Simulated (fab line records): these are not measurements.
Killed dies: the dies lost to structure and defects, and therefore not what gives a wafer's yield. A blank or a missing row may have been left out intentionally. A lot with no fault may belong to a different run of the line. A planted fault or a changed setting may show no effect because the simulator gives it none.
The tool behind it: which one?	flow n5-finfet	Sampling: 10 lots, 30 wafers, 5 of 1938 route steps

## WHAT THE GAUGES READ, wafer by wafer
N5_WELL_APT_CD_MEAS_08: target cd 200 nm. Usual: cd-nm at 200.2 nm, with a standard deviation of 1.3.
lot	measured	on	cd-nm (nm)	flag
L200	day 1 13:49	cd-sem-02	200.1 199.9 199.6	
L204	day 2 13:34	cd-sem-01	199.5 199.3 200.0	
L206	day 3 01:40	cd-sem-01	198.2 199.1 199.8	
L209	day 3 19:51	cd-sem-01	198.9 199.2 198.6	
L210	day 4 01:52	cd-sem-02	199.0 199.6 197.5	
L212	day 4 13:41	cd-sem-03	201.4 199.4 201.3	
L213	day 4 19:55	cd-sem-01	201.8 197.6 200.1	
L219	day 6 07:45	cd-sem-03	201.4 202.1 200.8	
L221	day 6 19:56	cd-sem-01	199.7 201.6 199.9	
L223	day 7 07:50	cd-sem-02	201.9 201.5 201.6	

N5_WELL_APT_OVL_MEAS_26. Usual: for PWELL_OVL the level is -1 nm and the standard deviation is 4.8.
lot	measured	on	PWELL_OVL (nm)	flag
L200	day 1 14:58	overlay-01	-3 -3 -10	
L204	day 2 14:57	overlay-01	3 -4 -4	
L206	day 3 02:59	overlay-01	-3 1 2	
L209	day 3 21:09	overlay-02	-2 -4 4	
L210	day 4 03:17	overlay-01	-6 1 2	
L212	day 4 15:28	overlay-01	12 2 7	
L213	day 4 21:15	overlay-02	-3 2 2	
L219	day 6 08:54	overlay-01	-3 -1 4	
L221	day 6 21:31	overlay-02	1 -3 0	
L223	day 7 08:59	overlay-01	-7 1 2	

N5_BEOL_M4_RC_MEAS_101. Usual: CJ_P 5.80, standard deviation 0.14; DIBL_N 36.4 mV/V, standard deviation 1.2; DIBL_P 36.1 mV/V, standard deviation 1.6; IOFF_N 0.156 nA/um, standard deviation 0.024; IOFF_P 0.21 nA/um, standard deviation 0.031; ION_N 674 uA/um, standard deviation 11; ION_P 463 uA/um, standard deviation 6.9; SS_N 71.5 mV/dec, standard deviation 0.5; SS_P 73.2 mV/dec, standard deviation 0.55; VT_N 250.0 mV, standard deviation 2.9; VT_P -250 mV, standard deviation 3.6.
lot	measured	on	CJ_P	DIBL_N (mV/V)	DIBL_P (mV/V)	IOFF_N (nA/um)	IOFF_P (nA/um)	ION_N (uA/um)	ION_P (uA/um)	SS_N (mV/dec)	SS_P (mV/dec)	VT_N (mV)	VT_P (mV)	flag
L200	day 7 22:36	prober-02	5.88 5.99 5.86	37.7 35.5 36.2	38.4 36.8 37.6	0.178 0.155 0.157	0.22 0.20 0.20	671 675 679	462 464 464	72.2 71.2 70.8	73.5 72.9 72.7	250.2 251.4 250.2	-250 -251 -252	
L204	day 8 21:00	prober-02	6.03 5.76 5.83	37.3 35.2 36.6	39.6 37.1 38.4	0.204 0.160 0.183	0.26 0.22 0.24	698 669 676	473 459 461	72.3 71.4 71.8	73.9 73.7 73.5	245.0 249.5 247.5	-250 -248 -250	
L206	day 8 23:57	prober-01	5.82 5.85 5.71	36.8 38.0 37.1	35.8 36.4 36.3	0.182 0.195 0.185	0.28 0.28 0.29	676 683 681	470 467 471	71.2 72.1 71.8	73.6 74.5 73.5	250.4 247.6 247.4	-245 -242 -243	
L209	day 10 06:21	prober-02	5.51 5.57 5.81	39.1 37.1 38.8	38.8 35.5 38.1	0.219 0.158 0.207	0.26 0.21 0.25	698 676 698	476 466 471	72.2 71.5 71.7	73.5 73.5 73.9	243.5 249.8 244.3	-246 -249 -246	
L210	day 10 10:08	prober-02	5.75 5.99 5.84	36.3 36.3 36.1	35.8 35.8 35.7	0.159 0.161 0.152	0.21 0.21 0.21	687 685 668	467 472 458	71.9 71.1 70.8	73.7 74.1 73.5	249.2 248.0 249.3	-251 -251 -250	
L212	day 10 11:17	prober-01	5.91 5.85 5.81	34.6 34.1 36.6	32.7 32.2 35.1	0.127 0.117 0.156	0.18 0.17 0.21	661 660 678	454 453 460	71.4 71.3 71.4	72.3 72.0 73.0	255.9 255.5 250.3	-252 -253 -249	
L213	day 11 02:11	prober-01	5.67 5.95 5.76	37.0 37.7 36.5	35.7 36.9 35.4	0.143 0.156 0.135	0.17 0.18 0.16	665 684 667	455 458 454	72.0 72.1 71.4	73.3 73.2 73.1	250.7 249.1 252.3	-259 -258 -259	
L219	day 12 12:56	prober-01	3.89 3.92 3.87	37.7 37.7 36.4	37.8 38.1 35.9	0.175 0.186 0.149	0.28 0.28 0.24	679 688 661	470 474 466	71.8 71.7 71.0	73.6 74.3 73.5	247.2 247.7 250.1	-246 -246 -246	OFF
L221	day 13 12:59	prober-02	3.94 3.93 3.80	37.2 35.7 36.0	37.6 35.6 35.5	0.152 0.127 0.134	0.21 0.19 0.19	674 669 681	467 465 467	71.7 71.3 71.2	72.7 72.5 72.7	251.9 253.1 253.8	-253 -253 -254	OFF
L223	day 14 02:44	prober-01	5.86 5.68 5.74	35.8 35.0 35.1	35.8 34.4 34.8	0.156 0.141 0.140	0.19 0.17 0.17	678 674 681	464 452 464	71.4 72.0 71.5	73.8 73.3 72.8	248.1 251.6 248.5	-253 -255 -254	

## EACH LOT AND THE TOOL THAT RAN IT (in order: tool; ch and the chambers of the sampled wafers; start)
lot	N5_WELL_APT_DESCUM_13	N5_WELL_APT_IMPLANT_15
L200	rie-diel-01 ch 0,1,3, day 1 13:54	implanter-02 ch 0, day 1 14:13
L204	rie-diel-02 ch 0,1,3, day 2 13:46	implanter-02 ch 0, day 2 14:02
L206	rie-diel-02 ch 0,1,2, day 3 01:49	implanter-02 ch 0, day 3 02:05
L209	rie-diel-03 ch 0,1,2, day 3 20:04	implanter-01 ch 0, day 3 20:24
L210	rie-diel-01 ch 0,2,3, day 4 01:59	implanter-02 ch 0, day 4 02:17
L212	rie-diel-01 ch 0,2,3, day 4 14:24	implanter-01 ch 0, day 4 14:41
L213	rie-diel-02 ch 0,1, day 4 20:10	implanter-01 ch 0, day 4 20:28
L219	rie-diel-02 ch 1,3, day 6 07:50	implanter-02 ch 0, day 6 08:09
L221	rie-diel-02 ch 1,2, day 6 20:28	implanter-02 ch 0, day 6 20:46
L223	rie-diel-02 ch 2,3, day 7 07:55	implanter-01 ch 0, day 7 08:12
- N5_WELL_APT_DESCUM_13: chemistry O2, time 7.9 s.
- N5_WELL_APT_IMPLANT_15

## AS READ BY THE TOOLS THEMSELVES (means over the sampled wafers that have a number; for cases with no such wafer, the mark the record gives instead)
N5_WELL_APT_DESCUM_13. Usual: chamber-pressure-mTorr 20.000 mTorr (standard deviation 0.017); drypump-motor-current-A 5.8 A (standard deviation 0.44); o2-flow-sccm 225.0 sccm (standard deviation 0.67); oes-product-au 0.77 a.u. (standard deviation 0.082); rf-vpp-V 243.4 V (standard deviation 1.2); showerhead-plenum-p-Torr 2.10 Torr (standard deviation 0.065); throttle-valve-pct 20.31 % (standard deviation 0.26).
lot	tool	chamber-pressure-mTorr (mTorr)	drypump-motor-current-A (A)	o2-flow-sccm (sccm)	oes-product-au (a.u.)	rf-vpp-V (V)	showerhead-plenum-p-Torr (Torr)	throttle-valve-pct (%)	flag
L200	rie-diel-01	20.002	6.1	224.7	0.69	242.0	2.06	20.33	
L204	rie-diel-02	19.985	5.3	224.9	0.82	243.4	2.08	20.15	
L206	rie-diel-02	20.006	5.3	225.6	0.76	242.7	2.09	20.35	
L209	rie-diel-03	19.994	6.2	225.5	0.73	242.4	2.08	20.29	
L210	rie-diel-01	19.997	6.0	224.9	0.82	245.1	2.16	20.06	
L212	rie-diel-01	19.988	6.0	224.8	0.80	244.3	2.16	20.07	
L213	rie-diel-02	20.003	5.3	225.1	0.79	243.1	2.07	20.02	
L219	rie-diel-02	20.005	5.5	225.3	0.78	243.3	2.07	20.35	
L221	rie-diel-02	19.995	5.3	224.1	0.90	243.9	2.09	20.51	
L223	rie-diel-02	19.992	5.7	225.3	0.91	244.6	2.13	20.53	

N5_WELL_APT_IMPLANT_15. Usual: dose-ions-cm2 1.5002e+13, standard deviation 1.3e+10; faraday-current-uA 190, standard deviation 3.8.
lot	tool	dose-ions-cm2	faraday-current-uA	flag
L200	implanter-02	1.5003e+13	189	
L204	implanter-02	1.5005e+13	193	
L206	implanter-02	1.5011e+13	190	
L209	implanter-01	1.4999e+13	188	
L210	implanter-02	1.4998e+13	185	
L212	implanter-01	1.5011e+13	192	
L213	implanter-01	1.5007e+13	190	
L219	implanter-02	7.0747e+12	90	OFF
L221	implanter-02	7.0750e+12	90	OFF
L223	implanter-01	1.4995e+13	190	

## THE ANSWER, worked out from the rows above alone
Rule: a lot is off if the mean of its wafers that have a number lies more than 3 standard deviations from the usual mean. A lot without any number at a reading at which 4 lots or more have one is off too. Where the step has rows for the other lots, those lots are counted as sound. After the gauges, taken in route order, come the tools' own readings; for these a lot's mean is taken, as printed above. At the first step where some lot is off, the reading lying furthest off is the one used; lots without a number count as furthest.
Off: L219, L221, seen at N5_BEOL_M4_RC_MEAS_101 (CJ_P).
If a tool, at a process step before that reading, ran all the lots that are off and no sound lot after the first of them, it fits. Not tried: the gauges at N5_BEOL_M4_RC_MEAS_101; whatever is off there is also off at N5_WELL_APT_IMPLANT_15, on other tools, and gauge error can't account for it. One candidate fits, namely implanter-02 at N5_WELL_APT_IMPLANT_15. A fault onset in the window from L210 (day 4 02:17, its last sound lot) to L219 (day 6 08:09, its first lot off) fits.
The tool's own readings at N5_WELL_APT_IMPLANT_15 bear it out: on the lots that are off they differ by more than 5 times the standard deviation of the sound lots' means. dose-ions-cm2 reads 7.0748e+12 there against 1.5004e+13 on the sound lots; faraday-current-uA reads 90 there against 190 on the sound lots.

## WHAT HAD BEEN PUT IN BY THE SIMULATOR
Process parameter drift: implanter-02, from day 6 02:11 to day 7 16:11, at N5_WELL_APT_IMPLANT_15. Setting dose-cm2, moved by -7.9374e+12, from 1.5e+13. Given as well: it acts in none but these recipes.
Struck lots among those shown: L219, L221. This agrees with what the rule above found.
